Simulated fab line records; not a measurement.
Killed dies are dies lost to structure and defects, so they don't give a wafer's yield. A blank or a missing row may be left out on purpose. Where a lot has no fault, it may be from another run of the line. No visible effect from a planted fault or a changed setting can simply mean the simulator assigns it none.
fab line records	flow nand_harc
record lots=24	wafers=72	last_day=26
route steps=1159 shown P_ZERO_WELL@16 P_GATE@215 P_M1@300 P_BONDPAD@379 A_STAIRCASE@566
lots untouched by any fault: they come from a run of this same line in which no faults occurred
start_h: hours from the record's first day to the start of the lot's first wafer shown	wait_h: hours elapsed since this lot's preceding step	" the same as in the row above	L1.1+2: a row that stands for several wafers	- either no value or no given start	* or withheld: withheld	< > ~ a bound
route shown NAME@n: a module of which the file shows steps, and the number in the route of the first	usual: the fault-free wafers' mean and standard deviation	same: alike in all rows	chamber/n: place in a boat	sites: readings site by site	_std_site: the values' standard deviation	_edge_site: mean of outer sites minus mean of inner sites	radius_mm: for every site, how far away it sits from the centre of the wafer	mask NAME#n: copy n	behind: the tool/chamber that last shaped the wafer	hold: what put the lot on hold/how long, in hours/how the hold closed	device: names the non-switching transistor (n, p or np)	end of line: the tests these same wafers got at the end of their route	a step without rows: its recipe alone	killed: dies lost to structure and defects at the first sort, not the wafer's yield	map: per-die view of a wafer (x killed, . not killed, _ where there is no die)
set.NAME: the setting the step ran with; set.NAME@STEP: the setting that earlier step ran with	model.NAME: the simulator's own value behind a step, which no gauge read
a sample of lots followed through the steps of the route, with each step as a table and each wafer as a row
services: the hour from which a tool's chamber was out of use, counted from the record's first day as start_h (under 0 if before that day), plus the number of hours and why
## steps
# step NHARC_P_ZERO_WELL_DESCUM_13
# recipe time_s=3	o2_flow_sccm=200	ar_flow_sccm=0	bias_power_w=0	chemistry=O2
# usual drypump_motor_current_A=5.8/0.41	oes_product_au=0.997/0.014	rf_vpp_V=57.8/0.94	showerhead_plenum_p_Torr=1.91/0.094	throttle_valve_pct=11.311/0.0093
# same bias_power_w=0
lot.wafer	tool	chamber	start_h	wait_h	drypump_motor_current_A	oes_product_au	rf_hours_counter_h	rf_vpp_V	showerhead_plenum_p_Torr	throttle_valve_pct
L074.3	rie_diel-05	3	13.28	-	5.0	1.014	2	58.0	2.00	11.296
L074.1	"	0	"	"	5.6	1.011	2	56.9	1.81	11.308
L074.6	"	2	"	"	6.4	1.008	-	58.0	1.99	11.318
L075.3	rie_diel-05	3	19.30	-	5.0	1.019	2	58.4	2.00	11.327
L075.4	"	0	"	"	5.6	0.996	2	56.2	1.81	11.319
L075.5	"	1	"	"	6.3	0.995	-	57.5	2.03	11.319
L076.1	rie_diel-10	2	25.59	-	6.0	0.990	0	56.1	1.84	11.307
L076.3	"	0	"	"	6.0	1.004	0	58.8	1.81	11.319
L076.6	"	2	"	"	6.0	0.991	-	56.7	1.84	11.310
L077.3	rie_diel-10	2	31.40	-	6.0	0.989	1	57.1	1.84	11.322
L077.6	"	2	"	"	6.0	0.997	-	59.6	1.84	11.311
L077.5	"	3	"	"	5.5	1.003	-	58.7	2.06	11.305
L078.3	rie_diel-05	0	37.53	-	5.6	1.003	4	58.4	1.81	11.305
L078.1	"	2	"	"	6.4	1.017	3	58.0	1.99	11.299
L078.5	"	0	"	"	5.5	1.010	-	58.7	1.81	11.307
L079.4	rie_diel-05	0	43.36	-	5.6	1.014	4	55.7	1.81	11.323
L079.3	"	1	"	"	6.3	0.984	3	56.4	2.03	11.327
L079.2	"	2	"	"	6.3	1.010	3	59.1	1.99	11.323
L080.1	rie_diel-10	0	49.29	-	6.0	1.014	3	57.7	1.81	11.302
L080.4	"	2	"	"	6.0	1.000	3	56.5	1.84	11.309
L080.5	"	3	"	"	5.5	0.997	-	58.3	2.06	11.333
L081.4	rie_diel-06	3	55.42	-	6.0	0.985	13	56.8	1.79	11.314
L081.5	"	2	"	"	5.6	1.011	-	58.6	1.92	11.322
L081.6	"	3	"	"	6.0	0.984	-	55.6	1.79	11.316
L082.3	rie_diel-10	0	61.44	-	6.0	1.008	3	56.7	1.81	11.291
L082.5	"	1	"	"	5.7	1.002	-	58.6	1.88	11.294
L082.6	"	2	"	"	6.0	0.986	-	57.4	1.84	11.311
L083.3	rie_diel-05	3	67.28	-	5.0	1.019	5	59.3	2.00	11.314
L083.1	"	0	"	"	5.5	1.005	6	58.5	1.81	11.312
L083.5	"	3	"	"	4.9	1.024	-	56.6	2.00	11.311
L084.3	rie_diel-06	3	73.40	-	6.0	0.981	0	56.3	1.79	11.288
L084.1	"	1	"	"	6.0	0.999	0	57.4	1.79	11.306
L084.6	"	0	"	"	6.4	0.986	-	59.8	1.95	11.308
L085.3	rie_diel-10	0	79.28	-	6.0	1.003	4	58.1	1.81	11.313
L085.4	"	1	"	"	5.7	1.009	4	57.6	1.88	11.314
L085.6	"	1	"	"	5.6	0.990	-	58.3	1.88	11.331
L086.2	rie_diel-05	0	85.40	-	5.5	0.997	7	57.8	1.81	11.292
L086.4	"	1	"	"	6.3	0.972	6	57.2	2.03	11.306
L086.3	"	2	"	"	6.4	1.008	6	60.2	1.99	11.309
L087.3	rie_diel-06	1	91.28	-	5.9	0.980	2	58.3	1.79	11.311
L087.1	"	2	"	"	5.6	0.987	1	58.9	1.92	11.319
L087.5	"	3	"	"	6.0	0.979	-	57.7	1.79	11.308
L088.1	rie_diel-05	2	97.48	-	6.3	1.003	7	57.5	1.99	11.309
L088.2	"	3	"	"	5.0	1.020	7	57.9	2.00	11.314
L088.6	"	2	"	"	6.3	1.010	-	58.5	1.99	11.299
L089.1	rie_diel-06	2	103.28	-	5.6	0.996	2	57.8	1.92	11.310
L089.2	"	0	"	"	6.4	0.989	2	57.6	1.95	11.313
L089.5	"	2	"	"	5.6	1.001	-	59.6	1.92	11.306
L090.3	rie_diel-10	1	109.31	-	5.7	1.001	6	57.2	1.88	11.315
L090.1	"	3	"	"	5.5	1.005	7	58.7	2.06	11.316
L090.6	"	1	"	"	5.6	0.996	-	58.7	1.88	11.315
L091.3	rie_diel-10	2	115.40	-	6.0	0.993	7	57.5	1.84	11.307
L091.4	"	3	"	"	5.5	1.003	7	58.2	2.05	11.293
L091.5	"	2	"	"	6.0	1.005	-	58.1	1.84	11.310
L092.2	rie_diel-06	3	121.41	-	6.0	0.979	2	57.3	1.79	11.295
L092.3	"	2	"	"	5.6	0.997	3	56.9	1.92	11.317
L092.5	"	3	"	"	6.0	0.975	-	57.4	1.79	11.300
L093.4	rie_diel-05	0	127.41	-	5.6	1.006	11	57.6	1.81	11.312
L093.6	"	3	"	"	5.0	1.011	-	57.3	2.00	11.327
L093.5	"	0	"	"	5.6	0.998	-	56.1	1.81	11.314
L094.1	rie_diel-10	1	133.42	-	5.6	0.993	8	57.5	1.88	11.324
L094.4	"	2	"	"	6.0	0.987	8	58.6	1.84	11.301
L094.6	"	0	"	"	6.0	1.014	-	57.8	1.81	11.317
L095.4	rie_diel-06	3	139.41	-	6.0	0.978	4	55.7	1.79	11.315
L095.1	"	0	"	"	6.4	0.978	5	58.4	1.95	11.320
L095.2	"	1	"	"	5.9	0.987	5	57.4	1.79	11.296
L096.3	rie_diel-06	2	145.41	-	5.6	0.998	4	58.3	1.92	11.306
L096.5	"	2	"	"	5.6	0.995	-	56.8	1.92	11.313
L096.6	"	3	"	"	6.0	0.974	-	56.3	1.79	11.303
L097.1	rie_diel-05	1	151.40	-	6.3	0.983	10	59.3	2.03	11.318
L097.2	"	3	"	"	5.0	1.004	10	59.1	2.00	11.287
L097.6	"	1	"	"	6.3	0.991	-	58.6	2.03	11.290
# step NHARC_P_GATE_RTA_82
# recipe temp_c=450	time_s=30
# usual lamp_power_pct=4.0/0.4	wafer_temp_C_max=452.1/0.74
lot.wafer	tool	chamber	start_h	wait_h	lamp_power_pct	wafer_temp_C_max
L074.1	rtp_anneal-01	0	109.97	-	4.4	453.2
L074.3	"	0	"	"	4.4	452.3
L074.6	"	0	"	"	4.4	452.0
L075.3	rtp_anneal-01	0	115.75	-	4.4	452.2
L075.4	"	0	"	"	4.4	452.8
L075.5	"	0	"	"	4.4	452.3
L076.1	rtp_anneal-02	0	116.66	-	3.5	451.0
L076.3	"	0	"	"	3.5	451.6
L076.6	"	0	"	"	3.5	451.8
L077.3	rtp_anneal-01	0	132.22	-	4.4	451.9
L077.5	"	0	"	"	4.3	452.5
L077.6	"	0	"	"	4.3	452.8
L078.1	rtp_anneal-01	0	133.09	-	4.4	452.2
L078.3	"	0	"	"	4.4	452.7
L078.5	"	0	"	"	4.4	452.7
L079.2	rtp_anneal-01	0	137.84	-	4.4	451.9
L079.3	"	0	"	"	4.4	453.6
L079.4	"	0	"	"	4.4	451.6
L080.1	rtp_anneal-01	0	149.44	-	4.4	453.7
L080.4	"	0	"	"	4.4	452.8
L080.5	"	0	"	"	4.4	452.9
L082.3	rtp_anneal-02	0	154.13	-	3.5	451.3
L082.5	"	0	"	"	3.5	451.0
L082.6	"	0	"	"	3.5	452.3
L081.4	rtp_anneal-02	0	158.90	-	3.5	451.5
L081.5	"	0	"	"	3.5	451.2
L081.6	"	0	"	"	3.5	451.0
L083.1	rtp_anneal-01	0	162.13	-	4.4	452.6
L083.3	"	0	"	"	4.3	452.7
L083.5	"	0	"	"	4.4	452.1
L084.1	rtp_anneal-02	0	168.85	-	3.5	451.1
L084.3	"	0	"	"	3.5	451.5
L084.6	"	0	"	"	3.5	451.2
L085.3	rtp_anneal-01	0	176.78	-	4.4	452.5
L085.4	"	0	"	"	4.4	452.7
L085.6	"	0	"	"	4.3	452.2
L086.2	rtp_anneal-02	0	185.43	-	3.5	451.4
L086.3	"	0	"	"	3.5	451.8
L086.4	"	0	"	"	3.5	451.7
L087.1	rtp_anneal-01	0	186.18	-	4.4	451.6
L087.3	"	0	"	"	4.4	453.4
L087.5	"	0	"	"	4.4	452.2
L088.1	rtp_anneal-02	0	193.65	-	3.5	451.2
L088.2	"	0	"	"	3.5	451.8
L088.6	"	0	"	"	3.5	451.7
L089.1	rtp_anneal-02	0	194.58	-	3.5	451.4
L089.2	"	0	"	"	3.5	451.1
L089.5	"	0	"	"	3.5	451.1
L090.1	rtp_anneal-02	0	205.87	-	3.5	451.4
L090.3	"	0	"	"	3.5	451.9
L090.6	"	0	"	"	3.5	451.5
L091.3	rtp_anneal-02	0	216.16	-	3.5	451.5
L091.4	"	0	"	"	3.5	451.4
L091.5	"	0	"	"	3.5	451.1
L094.1	rtp_anneal-01	0	223.73	-	4.4	453.0
L094.4	"	0	"	"	4.4	453.5
L094.6	"	0	"	"	4.4	452.7
L093.4	rtp_anneal-01	0	224.59	-	4.4	452.9
L093.5	"	0	"	"	4.4	452.2
L093.6	"	0	"	"	4.3	453.1
L092.2	rtp_anneal-02	0	224.70	-	3.5	451.2
L092.3	"	0	"	"	3.5	451.1
L092.5	"	0	"	"	3.5	451.0
L095.1	rtp_anneal-01	0	235.45	-	4.4	452.6
L095.2	"	0	"	"	4.3	451.9
L095.4	"	0	"	"	4.4	452.4
L096.3	rtp_anneal-01	0	241.42	-	4.4	453.4
L096.5	"	0	"	"	4.4	452.9
L096.6	"	0	"	"	4.4	452.7
L097.1	rtp_anneal-01	0	249.52	-	4.4	452.9
L097.2	"	0	"	"	4.4	452.6
L097.6	"	0	"	"	4.3	452.4
# step NHARC_P_M1_ETCH_15
# recipe target_depth_a=1825	time_s=91.2	c4f8_flow_sccm=withheld	ar_flow_sccm=400	rf_w=600	bias_w=300	chemistry=C4F8/Ar
# usual oes_product_au=0.954/0.02	rf_fwd_power_W=596.0/2	rf_vpp_V=441.4/2.5
lot.wafer	tool	chamber	start_h	wait_h	oes_product_au	rf_fwd_power_W	rf_hours_counter_h	rf_vpp_V
L074.1	rie_diel-02	1	-	-	0.958	595.5	2	438.9
L074.3	"	2	"	"	0.955	594.5	3	439.0
L074.6	"	2	"	"	0.950	600.9	-	440.4
L075.4	rie_diel-05	1	-	-	0.923	597.7	9	444.4
L075.3	"	2	"	"	0.921	599.6	9	442.6
L075.5	"	0	"	"	0.926	598.0	-	438.0
L076.1	rie_diel-09	0	-	-	0.945	595.0	4	442.7
L076.3	"	1	"	"	0.952	598.0	4	443.3
L076.6	"	1	"	"	0.956	596.0	-	442.4
L077.3	rie_diel-09	1	-	-	0.946	593.8	4	444.1
L077.6	"	1	"	"	0.954	596.8	-	443.6
L077.5	"	2	"	"	0.945	597.2	-	443.7
L078.3	rie_diel-09	1	-	-	0.963	592.5	4	443.1
L078.1	"	3	"	"	0.972	594.8	4	444.0
L078.5	"	0	"	"	0.966	594.1	-	442.9
L079.4	rie_diel-05	3	-	-	0.921	595.7	11	442.9
L079.3	"	1	"	"	0.905	597.4	11	445.3
L079.2	"	2	"	"	0.918	596.3	10	443.3
L080.4	rie_diel-02	1	-	-	0.973	596.1	0	440.0
L080.1	"	2	"	"	0.961	599.6	0	438.4
L080.5	"	0	"	"	0.967	597.3	-	443.4
L082.3	rie_diel-02	1	-	-	0.974	595.1	0	440.4
L082.5	"	3	"	"	0.964	597.6	-	437.1
L082.6	"	0	"	"	0.974	591.8	-	442.8
L081.4	rie_diel-09	1	-	-	0.949	593.5	6	443.4
L081.5	"	2	"	"	0.974	594.2	-	443.8
L081.6	"	3	"	"	0.987	598.1	-	444.1
L083.1	rie_diel-02	3	-	-	0.944	594.1	0	438.2
L083.3	"	2	"	"	0.956	596.2	0	440.8
L083.5	"	0	"	"	0.977	596.1	-	442.2
L084.1	rie_diel-02	0	-	-	0.956	595.7	1	443.3
L084.3	"	2	"	"	0.930	597.0	1	440.3
L084.6	"	3	"	"	0.933	595.0	-	437.2
L085.3	rie_diel-02	2	-	-	0.966	597.1	1	441.2
L085.4	"	3	"	"	0.933	597.1	1	437.8
L085.6	"	2	"	"	0.958	597.5	-	440.4
L087.1	rie_diel-09	1	-	-	0.939	594.8	7	443.2
L087.3	"	2	"	"	0.938	596.9	8	443.8
L087.5	"	2	"	"	0.937	597.2	-	443.3
L086.2	rie_diel-02	3	-	-	0.955	595.8	1	436.3
L086.3	"	0	"	"	0.968	592.2	1	443.1
L086.4	"	1	"	"	0.970	593.4	1	438.9
L088.1	rie_diel-02	2	-	-	0.915	599.0	1	440.9
L088.2	"	0	"	"	0.940	595.1	1	440.9
L088.6	"	3	"	"	0.919	595.6	-	436.9
L089.2	rie_diel-09	1	211.94	0.1	0.938	595.9	8	442.5
L089.1	"	0	"	"	0.944	597.6	9	443.9
L089.5	"	0	"	"	0.928	596.1	-	444.5
L090.3	rie_diel-02	1	-	-	0.983	594.2	1	439.3
L090.1	"	0	"	"	0.983	592.1	2	441.4
L090.6	"	1	"	"	0.978	594.8	-	439.5
L091.4	rie_diel-05	1	-	-	0.963	596.2	2	442.8
L091.3	"	2	"	"	0.975	594.9	2	443.5
L091.5	"	0	"	"	0.971	596.3	-	437.0
L094.1	rie_diel-02	1	-	-	0.953	595.3	2	439.8
L094.4	"	0	"	"	0.957	595.2	2	442.6
L094.6	"	2	"	"	0.934	598.8	-	440.2
L093.4	rie_diel-09	2	-	-	0.918	598.2	10	443.9
L093.6	"	2	"	"	0.913	594.4	-	445.8
L093.5	"	3	"	"	0.925	597.4	-	444.5
L092.3	rie_diel-05	2	-	-	0.989	599.4	4	443.4
L092.2	"	3	"	"	0.968	596.8	3	441.9
L092.5	"	1	"	"	0.985	596.5	-	444.7
L095.1	rie_diel-02	0	-	-	0.980	594.4	2	444.0
L095.4	"	1	"	"	0.972	594.1	2	439.8
L095.2	"	2	"	"	0.967	597.1	2	441.2
L096.3	rie_diel-05	0	-	-	0.933	594.2	3	437.5
L096.5	"	3	"	"	0.973	597.3	-	445.4
L096.6	"	0	"	"	0.935	595.3	-	438.4
L097.2	rie_diel-02	3	-	-	0.939	596.5	3	436.0
L097.1	"	0	"	"	0.961	597.5	3	442.0
L097.6	"	3	"	"	0.940	596.4	-	438.2
# step NHARC_P_M1_PVD_21
# recipe target_thk_a=300	chamber_pressure_pa=5	power_w=5000	substrate_temp_c=30	time_s=20.49	material=Cu
# usual substrate_temp_c=30.01/0.1	throttle_valve_pct=30.1/1.1
lot.wafer	tool	chamber	start_h	wait_h	substrate_temp_c	throttle_valve_pct
L074.3	pvd_sputter-02	-	-	-	30.03	30.0
L074.1	"	-	"	"	30.05	30.1
L074.6	"	-	"	"	30.04	29.5
L075.3	pvd_sputter-01	-	-	-	30.15	32.9
L075.4	"	-	"	"	30.08	30.2
L075.5	"	-	"	"	30.10	32.9
L076.3	pvd_sputter-03	-	-	-	29.88	30.1
L076.1	"	-	"	"	29.86	29.0
L076.6	"	-	"	"	29.96	31.2
L077.3	pvd_sputter-02	-	-	-	29.93	27.9
L077.5	"	-	"	"	30.06	29.2
L077.6	"	-	"	"	29.99	30.3
L078.3	pvd_sputter-03	-	-	-	29.82	29.5
L078.1	"	-	"	"	29.91	31.0
L078.5	"	-	"	"	29.98	29.4
L079.2	pvd_sputter-03	-	-	-	30.10	29.3
L079.4	"	-	"	"	30.08	30.5
L079.3	"	-	"	"	30.04	30.2
L080.4	pvd_sputter-02	-	-	-	29.92	29.9
L080.1	"	-	"	"	30.04	29.2
L080.5	"	-	"	"	30.09	28.4
L082.3	pvd_sputter-03	-	-	-	29.87	30.8
L082.5	"	-	"	"	29.83	31.1
L082.6	"	-	"	"	29.91	30.1
L081.4	pvd_sputter-03	-	-	-	30.04	30.2
L081.5	"	-	"	"	30.15	31.1
L081.6	"	-	"	"	30.09	30.2
L083.3	pvd_sputter-03	-	-	-	29.91	30.5
L083.1	"	-	"	"	30.08	30.1
L083.5	"	-	"	"	30.08	30.4
L084.3	pvd_sputter-02	-	-	-	30.20	30.1
L084.1	"	-	"	"	30.03	29.1
L084.6	"	-	"	"	30.12	28.4
L085.3	pvd_sputter-03	-	-	-	29.94	30.4
L085.4	"	-	"	"	29.93	31.0
L085.6	"	-	"	"	29.89	29.0
L087.1	pvd_sputter-01	-	-	-	30.04	31.8
L087.3	"	-	"	"	29.97	29.2
L087.5	"	-	"	"	29.97	31.8
L086.3	pvd_sputter-02	-	-	-	30.12	28.3
L086.4	"	-	"	"	30.02	30.0
L086.2	"	-	"	"	29.97	30.1
L088.2	pvd_sputter-01	-	-	-	30.00	29.2
L088.1	"	-	"	"	29.95	32.0
L088.6	"	-	"	"	30.01	29.3
L089.2	pvd_sputter-02	-	-	-	30.07	30.1
L089.1	"	-	"	"	30.04	29.2
L089.5	"	-	"	"	30.01	28.2
L090.3	pvd_sputter-01	-	-	-	30.07	29.2
L090.1	"	-	"	"	30.13	28.9
L090.6	"	-	"	"	30.16	32.2
L091.4	pvd_sputter-03	-	-	-	30.13	30.0
L091.3	"	-	"	"	29.91	31.0
L091.5	"	-	"	"	29.92	31.0
L094.1	pvd_sputter-02	-	-	-	30.19	28.9
L094.4	"	-	"	"	30.18	30.5
L094.6	"	-	"	"	29.85	31.2
L093.4	pvd_sputter-02	-	-	-	29.95	30.4
L093.5	"	-	"	"	29.82	30.6
L093.6	"	-	"	"	29.86	28.8
L092.2	pvd_sputter-03	-	-	-	30.17	30.1
L092.3	"	-	"	"	29.98	29.1
L092.5	"	-	"	"	29.95	31.3
L095.4	pvd_sputter-01	-	-	-	29.94	31.8
L095.2	"	-	"	"	30.06	29.1
L095.1	"	-	"	"	29.91	32.2
L096.3	pvd_sputter-02	-	-	-	30.17	30.3
L096.6	"	-	"	"	29.88	30.6
L096.5	"	-	"	"	29.96	29.0
L097.2	pvd_sputter-01	-	-	-	30.09	28.7
L097.1	"	-	"	"	30.13	31.7
L097.6	"	-	"	"	29.79	32.3
# step NHARC_P_BONDPAD_ANNEAL_28
# recipe temp_c=225	time_s=90
# usual wafer_temp_C_max=226.0/0.41
lot.wafer	tool	chamber	start_h	wait_h	wafer_temp_C_max
L074.1	rtp_anneal-02	0	131.69	0.3	226.1
L074.3	"	0	"	"	225.7
L074.6	"	0	"	"	225.9
L075.3	rtp_anneal-02	0	140.97	0.3	225.7
L075.4	"	0	"	"	225.8
L075.5	"	0	"	"	225.7
L076.1	rtp_anneal-01	0	141.27	0.3	226.3
L076.3	"	0	"	"	226.5
L076.6	"	0	"	"	226.5
L077.3	rtp_anneal-02	0	156.79	0.3	225.4
L077.5	"	0	"	"	225.3
L077.6	"	0	"	"	225.4
L078.1	rtp_anneal-02	0	157.35	0.5	225.7
L078.3	"	0	"	"	225.8
L078.5	"	0	"	"	225.8
L079.2	rtp_anneal-01	0	163.43	0.4	225.8
L079.3	"	0	"	"	226.4
L079.4	"	0	"	"	226.0
L080.1	rtp_anneal-02	0	170.49	-	225.8
L080.4	"	0	"	"	225.3
L080.5	"	0	"	"	225.6
L082.3	rtp_anneal-01	0	175.53	0.3	227.2
L082.5	"	0	"	"	226.0
L082.6	"	0	"	"	226.2
L081.4	rtp_anneal-01	0	183.06	0.4	226.3
L081.5	"	0	"	"	226.5
L081.6	"	0	"	"	226.3
L083.1	rtp_anneal-01	0	188.71	-	225.9
L083.3	"	0	"	"	226.0
L083.5	"	0	"	"	226.8
L084.1	rtp_anneal-01	0	194.04	0.3	226.3
L084.3	"	0	"	"	226.2
L084.6	"	0	"	"	226.1
L085.3	rtp_anneal-01	0	206.54	-	226.2
L085.4	"	0	"	"	226.4
L085.6	"	0	"	"	226.4
L087.1	rtp_anneal-02	0	207.37	0.3	226.0
L087.3	"	0	"	"	225.5
L087.5	"	0	"	"	225.8
L086.2	rtp_anneal-02	0	207.73	0.4	225.6
L086.3	"	0	"	"	225.5
L086.4	"	0	"	"	225.4
L088.1	rtp_anneal-01	0	222.02	0.3	226.6
L088.2	"	0	"	"	226.6
L088.6	"	0	"	"	226.5
L089.1	rtp_anneal-02	0	222.36	0.3	225.5
L089.2	"	0	"	"	225.6
L089.5	"	0	"	"	225.7
L090.1	rtp_anneal-02	0	231.13	-	225.5
L090.3	"	0	"	"	225.2
L090.6	"	0	"	"	225.3
L091.3	rtp_anneal-02	0	240.06	-	225.5
L091.4	"	0	"	"	225.7
L091.5	"	0	"	"	225.7
L094.1	rtp_anneal-02	0	245.13	-	225.8
L094.4	"	0	"	"	225.5
L094.6	"	0	"	"	225.8
L093.4	rtp_anneal-02	0	254.24	0.3	225.6
L093.5	"	0	"	"	225.6
L093.6	"	0	"	"	225.6
L092.2	rtp_anneal-01	0	254.77	0.3	226.0
L092.3	"	0	"	"	226.4
L092.5	"	0	"	"	227.0
L095.1	rtp_anneal-01	0	256.26	-	226.3
L095.2	"	0	"	"	226.3
L095.4	"	0	"	"	226.6
L096.3	rtp_anneal-02	0	262.19	-	225.7
L096.5	"	0	"	"	225.7
L096.6	"	0	"	"	225.6
L097.1	rtp_anneal-01	0	270.26	-	226.5
L097.2	"	0	"	"	226.1
L097.6	"	0	"	"	226.3
# step NHARC_A_STAIRCASE_STRIP_175
# recipe power_w=1500	temp_c=250	chemistry=O2
# usual drypump_motor_current_A=6.0/0.38	heater_power_w=305/36	rf_refl_power_W=24/5.9
lot.wafer	tool	chamber	start_h	wait_h	drypump_motor_current_A	heater_power_w	rf_hours_counter_h	rf_refl_power_W
L074.1	plasma_asher-01	1	240.93	0.1	5.9	339	24	-
L074.3	"	0	"	"	5.3	319	-	-
L074.6	"	1	"	"	5.9	349	-	-
L076.1	plasma_asher-02	0	249.01	0.1	6.2	319	17	28
L076.3	"	0	"	"	6.2	318	-	28
L076.6	"	1	"	"	6.2	255	-	22
L075.3	plasma_asher-02	1	249.83	0.2	6.2	245	-	21
L075.4	"	0	"	"	6.2	307	-	29
L075.5	"	0	"	"	6.2	314	-	29
L077.3	plasma_asher-02	0	260.61	0.2	6.2	311	-	28
L077.6	"	0	"	"	6.2	315	-	28
L077.5	"	1	"	"	6.2	250	-	20
L078.1	plasma_asher-01	1	261.76	0.7	5.9	342	33	16
L078.3	"	0	"	"	5.2	328	-	31
L078.5	"	1	"	"	5.9	345	-	15
L079.2	plasma_asher-01	1	266.21	0.1	5.9	363	35	-
L079.4	"	1	"	"	5.9	357	-	-
L079.3	"	0	"	"	5.2	313	-	-
L082.3	plasma_asher-02	1	280.53	0.2	6.2	248	-	21
L082.5	"	1	"	"	6.3	249	-	20
L082.6	"	0	"	"	6.2	309	-	28
L080.1	plasma_asher-02	1	280.77	0.1	6.2	253	30	21
L080.4	"	1	"	"	6.2	247	-	21
L080.5	"	0	"	"	6.2	313	-	28
L083.1	plasma_asher-02	0	292.59	0.1	6.3	317	35	28
L083.3	"	1	"	"	6.2	252	-	21
L083.5	"	1	"	"	6.2	251	-	22
L081.4	plasma_asher-01	0	292.81	0.2	5.2	322	-	32
L081.5	"	1	"	"	5.9	352	-	15
L081.6	"	0	"	"	5.3	321	-	32
L084.1	plasma_asher-01	0	302.99	0.1	5.2	322	5	31
L084.3	"	1	"	"	5.9	347	-	14
L084.6	"	0	"	"	5.2	334	-	32
L086.2	plasma_asher-02	0	315.35	0.1	6.2	308	41	29
L086.3	"	0	"	"	6.2	300	-	28
L086.4	"	1	"	"	6.2	252	-	22
L087.1	plasma_asher-01	0	315.56	0.1	5.3	323	8	32
L087.3	"	0	"	"	5.2	326	-	31
L087.5	"	0	"	"	5.3	333	-	31
L085.3	plasma_asher-02	0	318.11	0.2	6.2	311	-	28
L085.4	"	1	"	"	6.2	252	-	21
L085.6	"	0	"	"	6.2	314	-	28
L089.1	plasma_asher-02	1	326.36	0.1	6.2	248	44	21
L089.2	"	0	"	"	6.2	306	44	28
L089.5	"	0	"	"	6.2	306	-	28
L088.1	plasma_asher-01	0	326.54	0.2	5.3	329	10	32
L088.2	"	1	"	"	5.9	335	10	16
L088.6	"	1	"	"	5.9	353	-	15
L090.1	plasma_asher-02	0	333.78	0.1	6.2	305	48	-
L090.3	"	1	"	"	6.2	252	-	-
L090.6	"	0	"	"	6.2	319	-	-
L091.4	plasma_asher-01	0	340.15	0.2	5.3	318	-	31
L091.3	"	1	"	"	5.9	343	-	16
L091.5	"	1	"	"	5.9	351	-	14
L094.1	plasma_asher-02	0	347.72	0.1	6.2	318	54	29
L094.4	"	1	"	"	6.2	247	-	20
L094.6	"	1	"	"	6.2	249	-	21
L092.2	plasma_asher-01	1	357.80	0.1	5.9	340	21	14
L092.3	"	0	"	"	5.3	331	-	32
L092.5	"	1	"	"	5.9	349	-	15
L095.1	plasma_asher-02	1	357.87	0.1	6.2	262	57	-
L095.2	"	0	"	"	6.2	314	57	-
L095.4	"	1	"	"	6.2	253	-	-
L093.4	plasma_asher-01	1	362.45	0.7	5.9	349	-	-
L093.5	"	1	"	"	5.9	346	-	-
L093.6	"	0	"	"	5.2	318	-	-
L096.3	plasma_asher-02	1	372.06	0.2	6.2	253	-	21
L096.5	"	0	"	"	6.2	321	-	28
L096.6	"	1	"	"	6.2	261	-	22
L097.1	plasma_asher-02	1	392.73	0.3	6.2	255	7	22
L097.2	"	0	"	"	6.2	324	7	29
L097.6	"	1	"	"	6.2	252	-	20
## services
tool	chamber	start_h	hours	kind
plasma_asher-02	-	6.00	9.0	pm
rie_diel-02	0	6.94	17.1	repair
rie_diel-02	1	44.71	31.6	repair
rie_diel-05	3	58.42	5.5	repair
plasma_asher-01	-	71.96	2.7	repair
rie_diel-02	2	78.44	7.1	repair
rie_diel-05	3	85.86	3.3	repair
plasma_asher-01	-	99.24	9.0	pm
rie_diel-05	1	122.49	1.3	repair
rtp_anneal-02	-	142.14	0.7	repair
rie_diel-02	-	150.70	9.0	pm
rie_diel-05	-	163.60	9.0	pm
rie_diel-05	3	180.60	3.5	repair
plasma_asher-02	-	183.00	9.0	pm
rie_diel-05	0	246.01	4.7	repair
rie_diel-02	1	260.49	3.6	repair
rie_diel-05	1	262.10	17.3	repair
plasma_asher-02	-	269.27	0.9	repair
rie_diel-05	1	298.42	10.8	repair
rtp_anneal-02	-	300.00	12.0	pm
rie_diel-02	3	315.00	6.4	repair
rie_diel-02	-	327.70	9.0	pm
rie_diel-05	-	340.60	9.0	pm
plasma_asher-02	-	360.00	9.0	pm
## key
fault none
